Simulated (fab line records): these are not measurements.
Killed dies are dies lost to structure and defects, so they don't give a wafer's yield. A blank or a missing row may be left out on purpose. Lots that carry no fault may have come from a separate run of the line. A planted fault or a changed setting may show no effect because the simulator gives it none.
Struck lot and sound lot, side by side	flow n5 finfet	35 steps out of a route of 1938
Sound: these wafers, L397.2, L397.3, L397.4. Struck: wafer L408.5 (left out: L408.2, L408.6 of the same lot, which were not struck); the cause appears at the end.
Each step with rows lists, per side, the tool, then ch with its chambers, then its first start. Under that, the readings that differ: sound wafers	struck wafers	difference of the means	sigmas: that difference in standard deviations of wafers without a fault.
alike: words and numbers the same on both sides, and readings whose means are apart by under 2 such deviations; not compared: readings that were withheld, readings missing a value for some wafer, numbers with overlapping values and no deviation given by the record, and bounds like >300 which may hide the same value.
Wherever a step has rows on one side only, a row that says differs or no value, or a row with sigmas, the two part there. Numbers that have no deviation but don't overlap get no sigmas and don't part them. Lack of a reading on every wafer of one side parts them only where that side has two or more wafers.

first, 2 steps without rows for these wafers: N5_FIN_CUT_SRD_32 (time 30 s); N5_FIN_CUT_UV_OZONE_34 (time 120 s).
N5_FIN_CUT_INSPECT_17: inspects for defects (brightfield).
  sound on defect inspect-01, day 3 04:35; struck on defect inspect-01, day 5 22:23
reading	sound	struck	difference	sigmas
raw defect count	264 217 212	379	+148	+2
N5_STI_FIN_REVEAL_ALD_00: deposits SiO2, target thk 1 nm, pulse time 1 s.
  sound on ald sin-01 ch 0,2,3, day 3 04:38; struck on ald sin-01 ch 1, day 5 22:26
  alike: heater power w, precursor pulse height rel
N5_STI_FIN_REVEAL_ALD_14: deposits Si3N4, target thk 3 nm.
  sound on ald sin-01 ch 0,2,3, day 3 04:41; struck on ald sin-01 ch 1, day 5 22:29
  alike: heater power w
then, 3 steps without rows for these wafers: N5_STI_FIN_REVEAL_FCVD_FILL_01 (material SiO2 flowable, target thk 312 nm, time 512.2 s); N5_STI_FIN_REVEAL_DENSIFY_02 (time 1800 s); N5_STI_FIN_REVEAL_CMP_04 (polishes, stops on Si3N4, t overpolish 4 s, target thk 131.83 nm).
N5_STI_FIN_REVEAL_THK_MEAS_05:
  sound on film metro-02, day 3 10:02; struck on film metro-01, day 6 03:50
  alike: thk nm
then, 3 steps without rows for these wafers: N5_STI_FIN_REVEAL_DENSIFY_30; N5_STI_FIN_REVEAL_ETCHBACK_08 (etches SiO2 in C4F6/O2, target depth 30.5 nm, time 10.167 s); N5_STI_FIN_REVEAL_STRIP_24 (strips in N2/H2, time 90 s).
N5_STI_FIN_REVEAL_PRECLEAN_25: cleans in SPM, time 90 s.
  sound on wet bench-04 ch 1,3,4, day 3 10:40; struck on wet bench-04 ch 1,3,4, day 6 04:13
then, 3 steps without rows for these wafers: N5_STI_FIN_REVEAL_PRECLEAN_26 (cleans in SC1, time 45 s); N5_STI_FIN_REVEAL_PRECLEAN_29 (cleans in DHF, time 30 s); N5_STI_FIN_REVEAL_SRD_12 (time 30 s).
N5_STI_FIN_REVEAL_RECESS_09: chemistry HF/NH3, target SiO2, afs cycles 11, target depth 42.5 nm, sublimation time 60 s.
  sound on vapor etch-01 ch 0,1, day 3 10:45; struck on vapor etch-01 ch 0, day 6 05:23
  alike: drypump motor current A
then, 3 steps without rows for these wafers: N5_STI_FIN_REVEAL_STRIP_16 (strips SiNx in H3PO4, target depth 23.8 nm); N5_STI_FIN_REVEAL_PRECLEAN_17 (cleans in NF3:NH3, afs cycles 1, time 20 s, sublimation time 60 s); N5_STI_FIN_REVEAL_ETCH_34 (etches Si in H2, material Si, target depth 0.97 nm).
N5_STI_FIN_REVEAL_OXIDATION_31: chemistry O2 PLASMA REMOTE, time 20 s.
  sound on plasma asher-02 ch 0,1, day 3 13:01; struck on plasma asher-01 ch 1, day 6 06:28
reading	sound	struck	difference	sigmas
drypump motor current A (A)	5.5 5.5 5.1	6.5	+1.1	+2
  alike: heater power w, o2 flow sccm
  not compared: rf hours counter h
then, 3 steps without rows for these wafers: N5_STI_FIN_REVEAL_PRECLEAN_32 (cleans in NF3:NH3, afs cycles 1, time 20 s, sublimation time 60 s); N5_STI_FIN_REVEAL_STRIP_35 (strips Si3N4 in H3PO4, target depth 4 nm, time 39 s); N5_STI_FIN_REVEAL_SRD_21 (time 30 s).
N5_STI_FIN_REVEAL_OXIDATION_33: chemistry O2 PLASMA REMOTE, time 20 s.
  sound on plasma asher-01 ch 0,1, day 3 13:22; struck on plasma asher-01 ch 0, day 6 07:04
  alike: drypump motor current A, heater power w, o2 flow sccm
  not compared: rf hours counter h
then, 2 steps without rows for these wafers: N5_STI_FIN_REVEAL_CLEAN_19 (cleans in O3/DIW, time 120 s); N5_STI_FIN_REVEAL_SRD_23 (time 30 s).
N5_STI_FIN_REVEAL_CD_MEAS_22: target cd 6.238 nm, pitch 28 nm.
  sound on cd sem-03, day 3 13:31; struck on cd sem-03, day 6 07:14
reading	sound	struck	difference	sigmas
cd nm (nm)	5.97 5.94 5.93	6.67	+0.72	+2
N5_STI_FIN_REVEAL_FIN_H_MEAS_10:
  sound on ocd-01, day 3 13:33; struck on ocd-02, day 6 07:16
  alike: trench depth nm
then, 2 steps without rows for these wafers: N5_STI_FIN_REVEAL_PRECLEAN_18 (cleans in SC2, time 45 s); N5_STI_FIN_REVEAL_SRD_28 (time 30 s).
N5_STI_FIN_REVEAL_INSPECT_13: inspects for defects (darkfield).
  sound on defect inspect-01, day 3 13:38; struck on defect inspect-02, day 6 07:21
reading	sound	struck	difference	sigmas
raw defect count	6 6 14	1500	+1491	+99 or more
then, 1 step without rows for these wafers: N5_DUMMY_GATE_PRECLEAN_00 (cleans in O3/DIW, time 60 s).
-- a jump in the record: the struck wafers' starts before and after are 5 days apart (it breaks off in module DUMMY_GATE and resumes in module BEOL_M4, where the first step shown is number 1111 of the route) --
N5_BEOL_M4_RC_MEAS_101:
  sound on prober-01 ch 0, day 9 13:08; struck on prober-01 ch 0, day 11 16:19
reading	sound	struck	difference	sigmas
DIBL_P (mV/V)	32.8 34.8 31.9	39.0	+5.8	+2
IOFF_N (nA/um)	0.14 0.16 0.11	0.20	+0.06	+2
ION_N (uA/um)	651 669 658	692	+33	+3
SS_P (mV/dec)	72.5 73.5 72.4	74.5	+1.7	+3
VT_N (mV)	251 250 256	244	-8	-2
  alike: DIBL_N, IOFF_P, ION_P, SS_N, VT_P
-- record jumps: 4 days separate the struck wafers' starts on either side; left off in module BEOL_M4, taken up again in module PASSIVATION, whose first shown step is the route's number 1936 --
N5_PASSIVATION_PROBE_49:
  the record has rows for the struck wafers here (prober-01, day 16 00:18) and none for the sound ones

WHERE THEY PART
At N5_FIN_CUT_INSPECT_17 first; at N5_PASSIVATION_PROBE_49 last (within this record only).

WHY: what had been put in by the simulator
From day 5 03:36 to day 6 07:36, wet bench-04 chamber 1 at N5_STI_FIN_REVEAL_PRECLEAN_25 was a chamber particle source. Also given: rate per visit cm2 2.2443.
